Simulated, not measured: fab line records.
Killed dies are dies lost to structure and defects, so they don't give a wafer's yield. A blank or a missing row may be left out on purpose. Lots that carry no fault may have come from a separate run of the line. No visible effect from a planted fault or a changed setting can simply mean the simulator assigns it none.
Which tool was responsible? :: flow n5 finfet :: Sampling: 10 lots, 30 wafers, 6 of 1938 route steps

WHAT THE GAUGES READ, wafer by wafer
N5_STI_FIN_REVEAL_CD_MEAS_22: target cd 6.238 nm, pitch 28 nm. Usual: cd nm reads 6.4 nm (standard deviation 0.3).
lot: L657
measured: day 2 11:27
on: cd sem-03
cd nm (nm): 6.5 6.1 6.5
flag: 

lot: L659
measured: day 3 01:21
on: cd sem-01
cd nm (nm): 5.9 6.2 5.6
flag: 

lot: L662
measured: day 3 18:31
on: cd sem-03
cd nm (nm): 6.7 5.9 6.4
flag: 

lot: L663
measured: day 4 03:12
on: cd sem-03
cd nm (nm): 6.1 6.0 6.3
flag: 

lot: L668
measured: day 5 09:08
on: cd sem-01
cd nm (nm): 6.2 6.9 6.4
flag: 

lot: L670
measured: day 5 17:25
on: cd sem-01
cd nm (nm): 6.2 6.4 6.1
flag: 

lot: L671
measured: day 5 23:44
on: cd sem-02
cd nm (nm): 6.5 6.3 6.6
flag: 

lot: L672
measured: day 6 06:25
on: cd sem-02
cd nm (nm): 6.4 6.8 6.4
flag: 

lot: L673
measured: day 6 12:43
on: cd sem-02
cd nm (nm): 6.4 6.3 6.6
flag: 

lot: L677
measured: day 7 12:44
on: cd sem-02
cd nm (nm): 6.2 6.4 6.1
flag: 

N5_STI_FIN_REVEAL_FIN_H_MEAS_10. Usual: trench depth nm reads 51.7 nm (standard deviation 0.85).
lot: L657
measured: day 2 11:29
on: ocd-01
trench depth nm (nm): 51.2 52.0 51.3
flag: 

lot: L659
measured: day 3 01:23
on: ocd-02
trench depth nm (nm): 51.2 52.9 53.8
flag: 

lot: L662
measured: day 3 18:33
on: ocd-02
trench depth nm (nm): 50.9 51.7 51.9
flag: 

lot: L663
measured: day 4 03:14
on: ocd-02
trench depth nm (nm): 51.9 52.5 51.4
flag: 

lot: L668
measured: day 5 09:53
on: ocd-01
trench depth nm (nm): 50.7 51.0 51.3
flag: 

lot: L670
measured: day 5 17:28
on: ocd-01
trench depth nm (nm): 51.6 51.7 52.2
flag: 

lot: L671
measured: day 5 23:46
on: ocd-01
trench depth nm (nm): 52.8 52.4 72.3
flag: OFF

lot: L672
measured: day 6 06:27
on: ocd-02
trench depth nm (nm): 51.4 52.1 52.1
flag: 

lot: L673
measured: day 6 12:44
on: ocd-01
trench depth nm (nm): 70.8 51.1 71.4
flag: OFF

lot: L677
measured: day 7 12:46
on: ocd-02
trench depth nm (nm): 52.2 51.6 52.3
flag: 

N5_BEOL_M4_RC_MEAS_101. Usual: DIBL_N 36.1 mV/V, standard deviation 2.3; DIBL_P 36 mV/V, standard deviation 3.2; IOFF_N 0.16 nA/um, standard deviation 0.045; IOFF_P 0.21 nA/um, standard deviation 0.049; ION_N 674 uA/um, standard deviation 14; ION_P 462 uA/um, standard deviation 8.4; SS_N 71.6 mV/dec, standard deviation 0.83; SS_P 73.2 mV/dec, standard deviation 0.87; VT_N 249 mV, standard deviation 3.8; VT_P -250 mV, standard deviation 3.4.
lot: L657
measured: day 10 20:59
on: prober-02
DIBL_N (mV/V): 35.1 39.1 37.9
DIBL_P (mV/V): 34 39 37
IOFF_N (nA/um): 0.13 0.20 0.18
IOFF_P (nA/um): 0.21 0.28 0.25
ION_N (uA/um): 659 675 673
ION_P (uA/um): 461 466 465
SS_N (mV/dec): 70.7 72.3 71.7
SS_P (mV/dec): 72.9 73.6 73.7
VT_N (mV): 250 248 248
VT_P (mV): -249 -246 -245
flag: 

lot: L659
measured: day 12 02:29
on: prober-01
DIBL_N (mV/V): 36.3 33.2 36.7
DIBL_P (mV/V): 33 30 35
IOFF_N (nA/um): 0.14 0.10 0.14
IOFF_P (nA/um): 0.18 0.15 0.21
ION_N (uA/um): 650 672 682
ION_P (uA/um): 449 459 470
SS_N (mV/dec): 71.9 71.6 72.0
SS_P (mV/dec): 72.9 72.3 73.0
VT_N (mV): 254 255 253
VT_P (mV): -250 -253 -250
flag: 

lot: L662
measured: day 13 01:20
on: prober-02
DIBL_N (mV/V): 37.0 38.4 36.7
DIBL_P (mV/V): 38 39 37
IOFF_N (nA/um): 0.19 0.20 0.19
IOFF_P (nA/um): 0.25 0.25 0.23
ION_N (uA/um): 671 679 683
ION_P (uA/um): 455 465 464
SS_N (mV/dec): 72.0 72.7 72.6
SS_P (mV/dec): 73.9 74.4 73.6
VT_N (mV): 246 249 250
VT_P (mV): -247 -249 -249
flag: 

lot: L663
measured: day 12 13:42
on: prober-02
DIBL_N (mV/V): 35.9 31.9 35.3
DIBL_P (mV/V): 36 31 34
IOFF_N (nA/um): 0.16 0.10 0.16
IOFF_P (nA/um): 0.18 0.13 0.17
ION_N (uA/um): 671 663 670
ION_P (uA/um): 449 451 453
SS_N (mV/dec): 71.5 69.7 70.8
SS_P (mV/dec): 74.0 72.0 72.7
VT_N (mV): 248 252 246
VT_P (mV): -250 -256 -255
flag: 

lot: L668
measured: day 14 05:34
on: prober-02
DIBL_N (mV/V): 35.8 35.1 37.7
DIBL_P (mV/V): 34 34 37
IOFF_N (nA/um): 0.12 0.13 0.16
IOFF_P (nA/um): 0.21 0.20 0.25
ION_N (uA/um): 652 662 675
ION_P (uA/um): 457 464 465
SS_N (mV/dec): 71.0 71.3 71.9
SS_P (mV/dec): 73.4 71.6 73.4
VT_N (mV): 254 251 251
VT_P (mV): -251 -249 -247
flag: 

lot: L670
measured: day 15 08:49
on: prober-02
DIBL_N (mV/V): 37.5 32.3 33.1
DIBL_P (mV/V): 37 30 31
IOFF_N (nA/um): 0.18 0.11 0.11
IOFF_P (nA/um): 0.23 0.14 0.15
ION_N (uA/um): 666 656 658
ION_P (uA/um): 457 448 453
SS_N (mV/dec): 72.6 70.9 71.1
SS_P (mV/dec): 73.9 71.3 72.1
VT_N (mV): 248 255 252
VT_P (mV): -250 -256 -254
flag: 

lot: L671
measured: day 15 11:49
on: prober-02
DIBL_N (mV/V): 36.9 38.7 39.8
DIBL_P (mV/V): 34 37 37
IOFF_N (nA/um): 0.16 0.19 0.22
IOFF_P (nA/um): 0.20 0.24 0.24
ION_N (uA/um): 689 693 688
ION_P (uA/um): 470 472 465
SS_N (mV/dec): 70.9 71.8 71.8
SS_P (mV/dec): 72.9 74.2 73.6
VT_N (mV): 249 243 243
VT_P (mV): -247 -245 -247
flag: 

lot: L672
measured: day 15 08:42
on: prober-01
DIBL_N (mV/V): 35.5 37.7 33.9
DIBL_P (mV/V): 36 38 34
IOFF_N (nA/um): 0.15 0.20 0.13
IOFF_P (nA/um): 0.18 0.22 0.16
ION_N (uA/um): 672 686 667
ION_P (uA/um): 457 463 457
SS_N (mV/dec): 72.1 71.2 70.4
SS_P (mV/dec): 72.9 74.2 72.4
VT_N (mV): 249 244 248
VT_P (mV): -253 -251 -255
flag: 

lot: L673
measured: day 14 17:44
on: prober-01
DIBL_N (mV/V): 31.4 37.2 36.4
DIBL_P (mV/V): 30 36 35
IOFF_N (nA/um): 0.09 0.19 0.16
IOFF_P (nA/um): 0.13 0.20 0.19
ION_N (uA/um): 645 672 668
ION_P (uA/um): 446 462 458
SS_N (mV/dec): 69.8 71.5 71.4
SS_P (mV/dec): 72.4 73.5 73.7
VT_N (mV): 255 247 250
VT_P (mV): -258 -249 -254
flag: 

lot: L677
measured: day 15 22:50
on: prober-02
DIBL_N (mV/V): 37.6 39.2 36.5
DIBL_P (mV/V): 38 41 37
IOFF_N (nA/um): 0.17 0.21 0.15
IOFF_P (nA/um): 0.20 0.28 0.20
ION_N (uA/um): 673 674 675
ION_P (uA/um): 458 466 462
SS_N (mV/dec): 71.3 72.2 71.2
SS_P (mV/dec): 73.8 75.1 73.9
VT_N (mV): 248 249 248
VT_P (mV): -252 -249 -254
flag: 

EACH LOT AND THE TOOL THAT RAN IT (in order: tool; ch and the chambers of the sampled wafers; start)
lot: L657
N5_STI_FIN_REVEAL_ALD_14: ald sin-01 ch 0,1,2, day 2 02:58
N5_STI_FIN_REVEAL_RECESS_09: vapor etch-01 ch 0,1, day 2 08:47
N5_STI_FIN_REVEAL_OXIDATION_31: plasma asher-01 ch 0,1, day 2 10:56

lot: L659
N5_STI_FIN_REVEAL_ALD_14: ald sin-04 ch 1,2,3, day 2 16:23
N5_STI_FIN_REVEAL_RECESS_09: vapor etch-02 ch 0,1, day 2 22:13
N5_STI_FIN_REVEAL_OXIDATION_31: plasma asher-02 ch 0,1, day 3 00:41

lot: L662
N5_STI_FIN_REVEAL_ALD_14: ald sin-01 ch 1,2, day 3 09:50
N5_STI_FIN_REVEAL_RECESS_09: vapor etch-01 ch 0,1, day 3 16:11
N5_STI_FIN_REVEAL_OXIDATION_31: plasma asher-01 ch 0,1, day 3 17:50

lot: L663
N5_STI_FIN_REVEAL_ALD_14: ald sin-04 ch 0,1,3, day 3 18:08
N5_STI_FIN_REVEAL_RECESS_09: vapor etch-02 ch 0,1, day 4 00:29
N5_STI_FIN_REVEAL_OXIDATION_31: plasma asher-02 ch 0,1, day 4 02:38

lot: L668
N5_STI_FIN_REVEAL_ALD_14: ald sin-01 ch 0,1,3, day 5 00:32
N5_STI_FIN_REVEAL_RECESS_09: vapor etch-01 ch 0,1, day 5 06:28
N5_STI_FIN_REVEAL_OXIDATION_31: plasma asher-01 ch 0,1, day 5 08:37

lot: L670
N5_STI_FIN_REVEAL_ALD_14: ald sin-01 ch 1,2, day 5 08:49
N5_STI_FIN_REVEAL_RECESS_09: vapor etch-02 ch 0,1, day 5 14:43
N5_STI_FIN_REVEAL_OXIDATION_31: plasma asher-02 ch 0,1, day 5 16:53

lot: L671
N5_STI_FIN_REVEAL_ALD_14: ald sin-03 ch 1,2,3, day 5 15:02
N5_STI_FIN_REVEAL_RECESS_09: vapor etch-02 ch 0,1, day 5 21:04
N5_STI_FIN_REVEAL_OXIDATION_31: plasma asher-02 ch 0,1, day 5 23:13

lot: L672
N5_STI_FIN_REVEAL_ALD_14: ald sin-04 ch 1,2,3, day 5 21:56
N5_STI_FIN_REVEAL_RECESS_09: vapor etch-01 ch 0,1, day 6 03:45
N5_STI_FIN_REVEAL_OXIDATION_31: plasma asher-01 ch 0,1, day 6 05:54

lot: L673
N5_STI_FIN_REVEAL_ALD_14: ald sin-03 ch 1,2,3, day 6 03:35
N5_STI_FIN_REVEAL_RECESS_09: vapor etch-02 ch 0,1, day 6 10:34
N5_STI_FIN_REVEAL_OXIDATION_31: plasma asher-02 ch 0,1, day 6 12:13

lot: L677
N5_STI_FIN_REVEAL_ALD_14: ald sin-01 ch 0,1,2, day 7 04:14
N5_STI_FIN_REVEAL_RECESS_09: vapor etch-01 ch 0,1, day 7 10:04
N5_STI_FIN_REVEAL_OXIDATION_31: plasma asher-01 ch 0,1, day 7 12:13
- N5_STI_FIN_REVEAL_ALD_14: deposits Si3N4, target thk 3 nm.
- N5_STI_FIN_REVEAL_RECESS_09: chemistry HF/NH3, target SiO2, afs cycles 11, target depth 42.5 nm, sublimation time 60 s.
- N5_STI_FIN_REVEAL_OXIDATION_31: chemistry O2 PLASMA REMOTE, time 20 s.

WHAT THE TOOLS THEMSELVES READ (means of the sampled wafers that have a number; where no wafer has one, the mark that the record gives instead)
N5_STI_FIN_REVEAL_ALD_14. Usual: chamber pressure Torr 1.999 Torr, standard deviation 0.004; heater power w 876 W, standard deviation 63.
lot: L657
tool: ald sin-01
chamber pressure Torr (Torr): 1.998
heater power w (W): 841
flag: 

lot: L659
tool: ald sin-04
chamber pressure Torr (Torr): 1.997
heater power w (W): 886
flag: 

lot: L662
tool: ald sin-01
chamber pressure Torr (Torr): 2.000
heater power w (W): 890
flag: 

lot: L663
tool: ald sin-04
chamber pressure Torr (Torr): 2.000
heater power w (W): 888
flag: 

lot: L668
tool: ald sin-01
chamber pressure Torr (Torr): 1.999
heater power w (W): 843
flag: 

lot: L670
tool: ald sin-01
chamber pressure Torr (Torr): 1.998
heater power w (W): 882
flag: 

lot: L671
tool: ald sin-03
chamber pressure Torr (Torr): 2.001
heater power w (W): 888
flag: 

lot: L672
tool: ald sin-04
chamber pressure Torr (Torr): 1.997
heater power w (W): 874
flag: 

lot: L673
tool: ald sin-03
chamber pressure Torr (Torr): 1.999
heater power w (W): 890
flag: 

lot: L677
tool: ald sin-01
chamber pressure Torr (Torr): 2.001
heater power w (W): 839
flag: 

N5_STI_FIN_REVEAL_RECESS_09. Usual: drypump motor current A reads 5.6 A (standard deviation 0.66).
lot: L657
tool: vapor etch-01
drypump motor current A (A): 6.0
flag: 

lot: L659
tool: vapor etch-02
drypump motor current A (A): 5.7
flag: 

lot: L662
tool: vapor etch-01
drypump motor current A (A): 6.0
flag: 

lot: L663
tool: vapor etch-02
drypump motor current A (A): 5.7
flag: 

lot: L668
tool: vapor etch-01
drypump motor current A (A): 5.4
flag: 

lot: L670
tool: vapor etch-02
drypump motor current A (A): 5.3
flag: 

lot: L671
tool: vapor etch-02
drypump motor current A (A): 5.3
flag: 

lot: L672
tool: vapor etch-01
drypump motor current A (A): 6.0
flag: 

lot: L673
tool: vapor etch-02
drypump motor current A (A): 5.7
flag: 

lot: L677
tool: vapor etch-01
drypump motor current A (A): 5.9
flag: 

N5_STI_FIN_REVEAL_OXIDATION_31. Usual: drypump motor current A 6.2 A, standard deviation 0.34; heater power w 131 W, standard deviation 6.6; rf fwd power W 1979 W, standard deviation 7.5.
lot: L657
tool: plasma asher-01
drypump motor current A (A): 6.1
heater power w (W): 139
rf fwd power W (W): 1981
flag: 

lot: L659
tool: plasma asher-02
drypump motor current A (A): 6.1
heater power w (W): 124
rf fwd power W (W): 1974
flag: 

lot: L662
tool: plasma asher-01
drypump motor current A (A): 6.3
heater power w (W): 135
rf fwd power W (W): 1980
flag: 

lot: L663
tool: plasma asher-02
drypump motor current A (A): 6.2
heater power w (W): 125
rf fwd power W (W): 1974
flag: 

lot: L668
tool: plasma asher-01
drypump motor current A (A): 6.3
heater power w (W): 133
rf fwd power W (W): 1973
flag: 

lot: L670
tool: plasma asher-02
drypump motor current A (A): 6.0
heater power w (W): 126
rf fwd power W (W): 1970
flag: 

lot: L671
tool: plasma asher-02
drypump motor current A (A): 6.1
heater power w (W): 125
rf fwd power W (W): 1980
flag: 

lot: L672
tool: plasma asher-01
drypump motor current A (A): 6.1
heater power w (W): 139
rf fwd power W (W): 1985
flag: 

lot: L673
tool: plasma asher-02
drypump motor current A (A): 6.0
heater power w (W): 124
rf fwd power W (W): 1974
flag: 

lot: L677
tool: plasma asher-01
drypump motor current A (A): 6.3
heater power w (W): 136
rf fwd power W (W): 1986
flag: 

THE ANSWER, worked out from the rows above alone
Rule: take the mean of a lot's wafers that have a number; if it is more than 3 standard deviations from the usual mean, the lot is off. A lot without any number at a reading at which 4 lots or more have one is off too. The other lots that the step has rows for count as sound. Order of review: gauges by route order, followed by the tools' own readings, for which a lot's mean as printed above is used. At the first step where some lot is off, the reading lying furthest off is the one used; lots without a number count as furthest.
Off at N5_STI_FIN_REVEAL_FIN_H_MEAS_10 (trench depth nm): L671, L673.
A tool fits if, at a process step before that reading, it ran every lot that is off, and no sound lot after the first of them. Those tools and the gauges at N5_STI_FIN_REVEAL_FIN_H_MEAS_10 are tried in the same way. Can't be told from this: 4 tools fit, ald sin-03 at N5_STI_FIN_REVEAL_ALD_14, vapor etch-02 at N5_STI_FIN_REVEAL_RECESS_09, plasma asher-02 at N5_STI_FIN_REVEAL_OXIDATION_31, ocd-01 at N5_STI_FIN_REVEAL_FIN_H_MEAS_10.

WHAT WAS PUT IN BY THE SIMULATOR
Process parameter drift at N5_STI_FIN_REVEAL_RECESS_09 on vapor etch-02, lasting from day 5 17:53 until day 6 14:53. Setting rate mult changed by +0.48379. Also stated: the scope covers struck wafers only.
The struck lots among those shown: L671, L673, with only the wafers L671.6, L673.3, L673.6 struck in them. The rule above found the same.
